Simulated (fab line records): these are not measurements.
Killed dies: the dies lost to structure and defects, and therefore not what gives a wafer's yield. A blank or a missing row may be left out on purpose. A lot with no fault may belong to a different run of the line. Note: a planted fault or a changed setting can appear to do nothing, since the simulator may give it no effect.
fab line records | flow n5-finfet
record: lots: 5 wafers: 15 last-day: 18
route steps=1938 shown BEOL_M3@961 BEOL_M4@1111 PASSIVATION@1936
lots with no fault: from the same line, run without faults
start-h: hours from the record's first day to the start of the lot's first wafer shown | wait-h: how many hours have passed since the lot's step before this one | " repeats the value in the row above | L1.1+2: a row that stands for several wafers | - no value, or no start was given | * or withheld: withheld | < > ~ a bound
route shown NAME@n: NAME is a module with steps in the file, n the number in the route of the first one | usual: mean/standard deviation of fault-free wafers | same: alike in all rows | chamber/n: place in a boat | sites: readings site by site | _std_site: standard deviation of those values | _edge_site: the outer-site mean with the inner-site mean subtracted | radius-mm: for every site, how far away it sits from the centre of the wafer | mask NAME#n: copy n | behind: the last tool/chamber to shape the wafer | hold: reason for holding the lot/hours on hold/outcome of the hold | device: transistor that didn't switch, given as n, p or np | end of line: at the end of the route, the tests of the same wafers | a step without rows: its recipe alone | killed: the dies lost at the first sort to structure and to defects; this is not the yield of the wafer | map: per-die view of a wafer (x killed, . not killed, _ where there is no die)
set.NAME: the setting as run; set.NAME@STEP: as run at that earlier step | model.NAME: the simulator's own value behind a step, which no gauge read
lots at selected steps of the route; one table per step, one row per wafer
services: when a tool's chamber went out of use (start-h, in hours from the record's first day, below 0 if earlier), for how many hours, and the reason
== steps ==
step: N5_BEOL_M3_EBR_24
recipe: solvent: PGMEA ebr-width-mm: 1.5
step: N5_BEOL_M3_SOFTBAKE_23
recipe: temp-c: 110 time-s: 60 resist: CAR-EUV
step: N5_BEOL_M3_EXPOSE_25
recipe: mask-id: V2 na: 0.33 source-shape: quasar sigma-inner: 0.2 sigma-outer: 0.8 polarization: unpolarized defocus-nm: 5 dose-mj: 63
step: N5_BEOL_M3_PEB_26
recipe: peb-temp-c: 100 peb-time-s: 60 resist: CAR-EUV
step: N5_BEOL_M3_DEVELOP_27
recipe: develop-time-s: 30 developer: TMAH resist: CAR-EUV rinse-liquid: surfactant-rinse dry: air-spin dev-temp-c: 23
step: N5_BEOL_M3_DESCUM_33
recipe: chemistry: O2 time-s: 7 source-power-w: 50 bias-power-w: 20 pressure-mtorr: 20 rf-frequency-hz: 2.712e+07 temp-c: 40 resist: CAR-EUV o2-flow-sccm: 225
step: N5_BEOL_M3_ETCH_77
recipe: chemistry: N2/H2 target: underlayer target-depth-a: 65 mask-material: CAR-EUV time-s: 5.2 ion-energy-ev: 200 pressure-mtorr: 30 source-w: 840 bias-w: 150 n2-flow-sccm: 200 h2-flow-sccm: 200 ends: cleared
step: N5_BEOL_M3_ETCH_69
recipe: chemistry: CF4 target: SiARC target-depth-a: 156 mask-material: CAR-EUV time-s: 26 ion-energy-ev: 80 pressure-mtorr: 40 source-w: 545 bias-w: 36 Ar_flow_sccm: 100 cf4-flow-sccm: 100 ends: cleared
step: N5_BEOL_M3_ALD_98
recipe: material: SiO2 target-thk-a: 25 temp-c: 100 ald-precursor-family: BDEAS ald-co-reactant: O2-plasma pulse-time-s: 1 co-reactant-pulse-time-s: 1 purge-time-s: 2 co-reactant-purge-time-s: 2 ald-cycles: 17 pressure-torr: 2
step: N5_BEOL_M3_ETCHBACK_99
recipe: chemistry: CHF3 target: SiO2 target-depth-a: 50 time-s: 10.4 source-w: 215 bias-w: 47 Ar_flow_sccm: 200 CHF3_flow_sccm: 12 ion-energy-ev: 100 pressure-mtorr: 30
usual: CHF3_flow_sccm: 12.00/0.037 bias-w: 47.00/0.14 drypump-motor-current-A: 5.7/0.34 mfc-ar-sccm: 200.0/0.53 oes_f_703_au: 0.79/0.092 oes-product-au: 0.79/0.095 rf-vpp-V: 240/5 showerhead-plenum-p-Torr: 2.16/0.068 throttle-valve-pct: 16.99/0.29
columns lot.wafer tool chamber start-h wait-h CHF3_flow_sccm bias-w drypump-motor-current-A mfc-ar-sccm oes_f_703_au oes-product-au rf-hours-counter-h rf-vpp-V showerhead-plenum-p-Torr throttle-valve-pct
L911.3 rie-diel-05 2 212.93 0.5 12.00 47.13 5.9 198.9 0.71 0.71 222 236 2.14 17.18
L911.4 " 3 " " 12.04 47.10 5.6 199.6 0.65 0.67 220 238 2.15 17.28
L911.5 " 0 " " 12.07 46.67 5.4 199.3 0.90 0.88 - 240 2.31 17.06
L913.1 rie-diel-01 0 224.66 5.0 - - - - - - - - - -
L913.2 " 3 " " - - - - - - - - - -
L913.6 " 1 " " - - - - - - - - - -
L912.1 rie-diel-05 0 224.85 3.0 - - - - - - - - - -
L912.2 " 3 " " - - - - - - - - - -
L912.6 " 3 " " - - - - - - - - - -
L914.1 rie-diel-01 3 240.01 1.6 - - - - - - - - - -
L914.3 " 1 " " - - - - - - - - - -
L914.6 " 1 " " - - - - - - - - - -
L922.3 rie-diel-01 3 298.51 7.1 12.00 47.01 5.7 199.2 0.71 0.70 178 245 2.03 16.88
L922.5 " 3 " " 11.96 46.75 5.6 199.5 0.71 0.70 - 244 2.03 16.86
L922.6 " 2 " " 11.98 47.03 5.4 199.2 0.97 0.99 - 244 2.13 17.17
step: N5_BEOL_M3_ETCH_70
recipe: chemistry: N2/H2 target: SOC target-depth-a: 800 overetch-a: 160 mask-material: SiARC temp-c: 40 time-s: 120 ion-energy-ev: 200 pressure-mtorr: 30 source-w: 840 bias-w: 150 n2-flow-sccm: 200 h2-flow-sccm: 200
step: N5_BEOL_M4_RC_MEAS_101
usual: DIBL_N: 36.0/1.9 DIBL_P: 36.0/2.1 IOFF_N: 0.155/0.029 IOFF_P: 0.20/0.032 ION_N: 672/11 ION_P: 461/6.9 SS_N: 71.5/0.58 SS_P: 73.2/0.64 VT_N: 250.4/2.9 VT_P: -251.0/2.8
columns lot.wafer tool chamber start-h wait-h DIBL_N[mV/V] DIBL_P[mV/V] IOFF_N[nA/um] IOFF_P[nA/um] ION_N[uA/um] ION_P[uA/um] SS_N[mV/dec] SS_P[mV/dec] VT_N[mV] VT_P[mV]
L911.3 prober-01 0 238.26 0.3 34.5 33.6 0.121 0.18 667 459 71.1 72.4 252.2 -252.0
L911.4 " 0 " " 34.5 33.2 0.121 0.18 659 453 70.5 72.0 256.8 -254.4
L911.5 " 0 " " 35.9 34.7 0.142 0.19 653 453 72.0 73.2 254.5 -249.5
L922.3 prober-01 0 314.09 0.3 35.8 37.0 0.160 0.22 668 457 71.4 73.0 250.4 -249.4
L922.5 " 0 " " 33.6 33.7 0.124 0.17 674 458 71.7 72.3 253.2 -252.8
L922.6 " 0 " " 34.4 35.3 0.145 0.19 671 456 70.9 73.3 249.8 -254.8
step: N5_PASSIVATION_PROBE_49
usual: defect-limited-yield: 91.0/1.5 killed_at_M0_to_M3: 33/9.4 killed_at_M4_up: 14/4.8 killed-at-contacts: 13/7.3 killed-at-front-end: 43/13 killed-at-other: 3.6/2.9 killed-dies: 106/18 killed-on-rim: 14/4.2 killed-open: 69/13 killed-short: 35/8.2 sort_bin_5_function: 5.3/1 sort_bin_6_memory: 3.3/0.68 sort_bin_8_speed: 0.01/0.027 sort-n-pass: 1074/18
same: gross-dies: 1180 killed-at-back-side: 0 sort_bin_4_leakage[%]: 0
columns lot.wafer tool chamber start-h wait-h defect-limited-yield[%] killed_at_M0_to_M3 killed_at_M4_up killed-at-contacts killed-at-front-end killed-at-other killed-dies killed-on-rim killed-open killed-short sort_bin_5_function[%] sort_bin_6_memory[%] sort_bin_8_speed[%] sort-n-pass
L912.1 prober-01 - 356.14 0.0 0 1083 30 9 55 3 1180 152 87 42 95.1 4.3 0 0
L912.2 prober-01 - 356.19 0.1 0 1105 18 11 46 0 1180 152 76 39 95.6 4.2 0 0
L912.6 prober-01 - 356.39 0.3 0 1089 14 12 65 0 1180 152 91 32 95.6 4.1 0 0
L913.1 prober-01 - 358.10 0.0 0 1100 8 18 49 5 1180 152 76 38 95.5 4.2 0 0
L913.2 prober-01 - 358.15 0.1 0 1118 8 4 44 6 1180 152 53 32 96.7 3.0 0 0
L913.6 prober-01 - 358.35 0.3 0 1130 8 5 34 3 1180 152 69 21 96.9 2.9 0 0
L914.1 prober-02 - 360.74 0.0 0 1102 14 15 37 12 1180 152 72 45 96.4 3.1 0 0
L914.3 prober-02 - 360.84 0.1 0 1121 3 23 32 1 1180 152 51 48 96.4 3.4 0 0
L914.6 prober-02 - 360.99 0.3 0 1109 9 9 52 1 1180 152 70 38 96.5 3.1 0 0
L922.3 prober-01 - 428.23 0.1 93.3 33 11 4 25 6 79 11 52 25 3.8 2.5 0 1101
L922.5 prober-01 - 428.33 0.2 91.1 42 14 6 40 3 105 17 72 32 5.6 3.1 0 1075
L922.6 prober-01 - 428.38 0.3 91.6 32 15 20 22 10 99 15 61 37 4.5 3.5 0 1081
killed by level:class
L912.1 BEOL_M3:area-etchback=1048 STI_FIN_REVEAL:geometric-particle:open=18 BEOL_M4:geometric-particle:open=14 BEOL_M3:geometric-particle:open=10 FIN_SAQP:geometric-particle:short=9 MOL_CONTACT_COAG:geometric-particle:open=6 FIN_SAQP:geometric-particle:open=5 BEOL_M4:geometric-particle:short=5
L912.2 BEOL_M3:area-etchback=1065 FIN_SAQP:geometric-particle:open=14 BEOL_M2:geometric-particle:open=14 GATE_CUT:geometric-particle:short=11 MOL_CONTACT_COAG:geometric-particle:open=11 BEOL_M4:geometric-particle:open=10 BEOL_M3:geometric-particle:open=5 GATE_CUT:geometric-particle:open=5
L912.6 BEOL_M3:area-etchback=1055 FIN_SAQP:geometric-particle:open=12 BEOL_M3:geometric-particle:open=12 DUMMY_GATE:geometric-particle:open=11 FIN_SAQP:geometric-particle:short=10 MOL_CONTACT_COAG:geometric-particle:open=10 STI_FIN_REVEAL:geometric-particle:open=9 BEOL_M1:geometric-particle:open=6
L913.1 BEOL_M3:area-etchback=1065 FIN_SAQP:geometric-particle:open=18 BEOL_M1:geometric-particle:open=15 MOL_CONTACT_COAG:geometric-particle:open=11 BEOL_M0_SAQP:geometric-particle:short=10 DUMMY_GATE:geometric-particle:open=7 MOL_CONTACT_COAG:geometric-particle:short=7 STI_FIN_REVEAL:geometric-particle:open=6
L913.2 BEOL_M3:area-etchback=1095 STI_FIN_REVEAL:geometric-particle:open=13 FIN_SAQP:geometric-particle:short=9 STI_FIN_REVEAL:geometric-particle:short=8 BEOL_M3:geometric-particle:open=6 BEOL_M1:geometric-particle:open=5 FIN_SAQP:geometric-particle:open=4 ILD0:geometric-particle:open=4
L913.6 BEOL_M3:area-etchback=1089 FIN_SAQP:geometric-particle:open=10 BEOL_M0_SAQP:geometric-particle:open=9 BEOL_M3:geometric-particle:open=9 STI_FIN_REVEAL:geometric-particle:open=7 BEOL_M0_SAQP:geometric-particle:short=6 BEOL_M1:geometric-particle:open=6 BEOL_M2:geometric-particle:open=6
L914.1 BEOL_M3:area-etchback=1061 BEOL_M2:geometric-particle:open=13 MOL_CONTACT_COAG:geometric-particle:open=12 BEOL_M0_SAQP:geometric-particle:short=11 FIN_SAQP:geometric-particle:short=9 GATE_CUT:geometric-particle:short=9 PASS1_CAP:geometric-particle:open=9 STI_FIN_REVEAL:geometric-particle:open=6
L914.3 BEOL_M3:area-etchback=1078 MOL_CONTACT_COAG:geometric-particle:open=16 BEOL_M0_SAQP:geometric-particle:short=16 FIN_SAQP:geometric-particle:short=13 BEOL_M0_SAQP:geometric-particle:open=9 MOL_CONTACT_COAG:geometric-particle:short=7 BEOL_M2:geometric-particle:open=6 FIN_SAQP:geometric-particle:open=5
L914.6 BEOL_M3:area-etchback=1069 FIN_SAQP:geometric-particle:short=16 STI_FIN_REVEAL:geometric-particle:open=12 BEOL_M0_SAQP:geometric-particle:short=11 BEOL_M0_SAQP:geometric-particle:open=10 BEOL_M2:geometric-particle:open=10 MOL_CONTACT_COAG:geometric-particle:open=8 FIN_SAQP:geometric-particle:open=6
L922.3 BEOL_M0_SAQP:geometric-particle:open=11 BEOL_M1:geometric-particle:short=7 STI_FIN_REVEAL:geometric-particle:open=7 BEOL_M3:geometric-particle:open=6 FIN_SAQP:geometric-particle:short=5 BEOL_M2:geometric-particle:open=4 BEOL_M4:geometric-particle:open=4 BEOL_M5:geometric-particle:open=4
L922.5 BEOL_M3:geometric-particle:open=12 GATE_CUT:geometric-particle:open=11 BEOL_M0_SAQP:geometric-particle:open=9 STI_FIN_REVEAL:geometric-particle:open=8 BEOL_M0_SAQP:geometric-particle:short=8 BEOL_M2:geometric-particle:open=8 BEOL_M6:geometric-particle:open=6 GATE_CUT:geometric-particle:short=5
L922.6 MOL_CONTACT_COAG:geometric-particle:open=13 BEOL_M3:geometric-particle:open=10 MOL_CONTACT_COAG:geometric-particle:short=7 BEOL_M4:geometric-particle:open=7 BEOL_M0_SAQP:geometric-particle:open=6 BEOL_M0_SAQP:geometric-particle:short=5 BEOL_M1:geometric-particle:short=3 DUMMY_GATE:geometric-particle:open=3
map L912.1 (x killed, . not)
_________________xxxxxxxxxxxx________________
______________xxxxxxxxxxxxxxxxxx_____________
___________xxxxxxxxxxxxxxxxxxxxxxxx__________
__________xxxxxxxxxxxxxxxxxxxxxxxxxx_________
________xxxxxxxxxxxxxxxxxxxxxxxxxxxxxx_______
_______xxxxxxxxxxxxxxxxxxxxxxxxxxxxxxxx______
______xxxxxxxxxxxxxxxxxxxxxxxxxxxxxxxxxx_____
_____xxxxxxxxxxxxxxxxxxxxxxxxxxxxxxxxxxxx____
____xxxxxxxxxxxxxxxxxxxxxxxxxxxxxxxxxxxxxx___
___xxxxxxxxxxxxxxxxxxxxxxxxxxxxxxxxxxxxxxxx__
___xxxxxxxxxxxxxxxxxxxxxxxxxxxxxxxxxxxxxxxx__
__xxxxxxxxxxxxxxxxxxxxxxxxxxxxxxxxxxxxxxxxxx_
__xxxxxxxxxxxxxxxxxxxxxxxxxxxxxxxxxxxxxxxxxx_
_xxxxxxxxxxxxxxxxxxxxxxxxxxxxxxxxxxxxxxxxxxxx
_xxxxxxxxxxxxxxxxxxxxxxxxxxxxxxxxxxxxxxxxxxxx
_xxxxxxxxxxxxxxxxxxxxxxxxxxxxxxxxxxxxxxxxxxxx
_xxxxxxxxxxxxxxxxxxxxxxxxxxxxxxxxxxxxxxxxxxxx
_xxxxxxxxxxxxxxxxxxxxxxxxxxxxxxxxxxxxxxxxxxxx
_xxxxxxxxxxxxxxxxxxxxxxxxxxxxxxxxxxxxxxxxxxxx
_xxxxxxxxxxxxxxxxxxxxxxxxxxxxxxxxxxxxxxxxxxxx
_xxxxxxxxxxxxxxxxxxxxxxxxxxxxxxxxxxxxxxxxxxxx
__xxxxxxxxxxxxxxxxxxxxxxxxxxxxxxxxxxxxxxxxxx_
__xxxxxxxxxxxxxxxxxxxxxxxxxxxxxxxxxxxxxxxxxx_
___xxxxxxxxxxxxxxxxxxxxxxxxxxxxxxxxxxxxxxxx__
___xxxxxxxxxxxxxxxxxxxxxxxxxxxxxxxxxxxxxxxx__
____xxxxxxxxxxxxxxxxxxxxxxxxxxxxxxxxxxxxxx___
_____xxxxxxxxxxxxxxxxxxxxxxxxxxxxxxxxxxxx____
______xxxxxxxxxxxxxxxxxxxxxxxxxxxxxxxxxx_____
_______xxxxxxxxxxxxxxxxxxxxxxxxxxxxxxxx______
________xxxxxxxxxxxxxxxxxxxxxxxxxxxxxx_______
__________xxxxxxxxxxxxxxxxxxxxxxxxxx_________
___________xxxxxxxxxxxxxxxxxxxxxxxx__________
______________xxxxxxxxxxxxxxxxxx_____________
_________________xxxxxxxxxxxx________________
map L913.1 (x killed, . not)
_________________xxxxxxxxxxxx________________
______________xxxxxxxxxxxxxxxxxx_____________
___________xxxxxxxxxxxxxxxxxxxxxxxx__________
__________xxxxxxxxxxxxxxxxxxxxxxxxxx_________
________xxxxxxxxxxxxxxxxxxxxxxxxxxxxxx_______
_______xxxxxxxxxxxxxxxxxxxxxxxxxxxxxxxx______
______xxxxxxxxxxxxxxxxxxxxxxxxxxxxxxxxxx_____
_____xxxxxxxxxxxxxxxxxxxxxxxxxxxxxxxxxxxx____
____xxxxxxxxxxxxxxxxxxxxxxxxxxxxxxxxxxxxxx___
___xxxxxxxxxxxxxxxxxxxxxxxxxxxxxxxxxxxxxxxx__
___xxxxxxxxxxxxxxxxxxxxxxxxxxxxxxxxxxxxxxxx__
__xxxxxxxxxxxxxxxxxxxxxxxxxxxxxxxxxxxxxxxxxx_
__xxxxxxxxxxxxxxxxxxxxxxxxxxxxxxxxxxxxxxxxxx_
_xxxxxxxxxxxxxxxxxxxxxxxxxxxxxxxxxxxxxxxxxxxx
_xxxxxxxxxxxxxxxxxxxxxxxxxxxxxxxxxxxxxxxxxxxx
_xxxxxxxxxxxxxxxxxxxxxxxxxxxxxxxxxxxxxxxxxxxx
_xxxxxxxxxxxxxxxxxxxxxxxxxxxxxxxxxxxxxxxxxxxx
_xxxxxxxxxxxxxxxxxxxxxxxxxxxxxxxxxxxxxxxxxxxx
_xxxxxxxxxxxxxxxxxxxxxxxxxxxxxxxxxxxxxxxxxxxx
_xxxxxxxxxxxxxxxxxxxxxxxxxxxxxxxxxxxxxxxxxxxx
_xxxxxxxxxxxxxxxxxxxxxxxxxxxxxxxxxxxxxxxxxxxx
__xxxxxxxxxxxxxxxxxxxxxxxxxxxxxxxxxxxxxxxxxx_
__xxxxxxxxxxxxxxxxxxxxxxxxxxxxxxxxxxxxxxxxxx_
___xxxxxxxxxxxxxxxxxxxxxxxxxxxxxxxxxxxxxxxx__
___xxxxxxxxxxxxxxxxxxxxxxxxxxxxxxxxxxxxxxxx__
____xxxxxxxxxxxxxxxxxxxxxxxxxxxxxxxxxxxxxx___
_____xxxxxxxxxxxxxxxxxxxxxxxxxxxxxxxxxxxx____
______xxxxxxxxxxxxxxxxxxxxxxxxxxxxxxxxxx_____
_______xxxxxxxxxxxxxxxxxxxxxxxxxxxxxxxx______
________xxxxxxxxxxxxxxxxxxxxxxxxxxxxxx_______
__________xxxxxxxxxxxxxxxxxxxxxxxxxx_________
___________xxxxxxxxxxxxxxxxxxxxxxxx__________
______________xxxxxxxxxxxxxxxxxx_____________
_________________xxxxxxxxxxxx________________
== services ==
columns tool chamber start-h hours kind
rie-diel-05 3 190.29 7.9 repair
rie-diel-01 1 194.00 11.3 repair
rie-diel-01 0 197.51 3.7 repair
rie-diel-01 3 226.04 5.8 repair
rie-diel-01 2 236.17 32.3 repair
rie-diel-01 - 236.82 0.8 repair
rie-diel-01 2 268.72 - clean
rie-diel-01 2 268.72 - consumable-replace:focus-ring
rie-diel-01 2 268.72 27.5 scheduled-down
rie-diel-01 2 268.72 27.5 vent-cycle
rie-diel-01 1 279.30 8.4 repair
rie-diel-01 3 286.15 4.1 repair
rie-diel-05 - 295.90 14.6 pm
== key ==
first-sign: step: N5_BEOL_M3_ETCHBACK_99 reading: tool-record direction: missing
effect: step: N5_PASSIVATION_PROBE_49 reading: killed_at_M0_to_M3 direction: up sigmas: 99+ usual: 33 struck: 1106
more-kills-born-at: N5_BEOL_M3_ETCHBACK_99@rie-diel-01: 6457 N5_BEOL_M3_ETCHBACK_99@rie-diel-05: 3168
met-at N5_BEOL_M3_ETCHBACK_99
struck-wafers L912.1,L912.2,L912.6,L913.1,L913.2,L913.6,L914.1,L914.3,L914.6
later-rows-left-out L912.1,L912.2,L912.6,L913.1,L913.2,L913.6,L914.1,L914.3,L914.6
onset-between 212.93 224.66
fault: kind: skipped-step-whole tool: rie-diel-01,rie-diel-05 chamber: - onset-h: 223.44 steps: N5_BEOL_M3_ETCHBACK_99 scope: struck-lots-only
later-rows-left-out: the simulator's readings of these wafers behind a module that went badly wrong aren't trusted and aren't shown, but for the sort
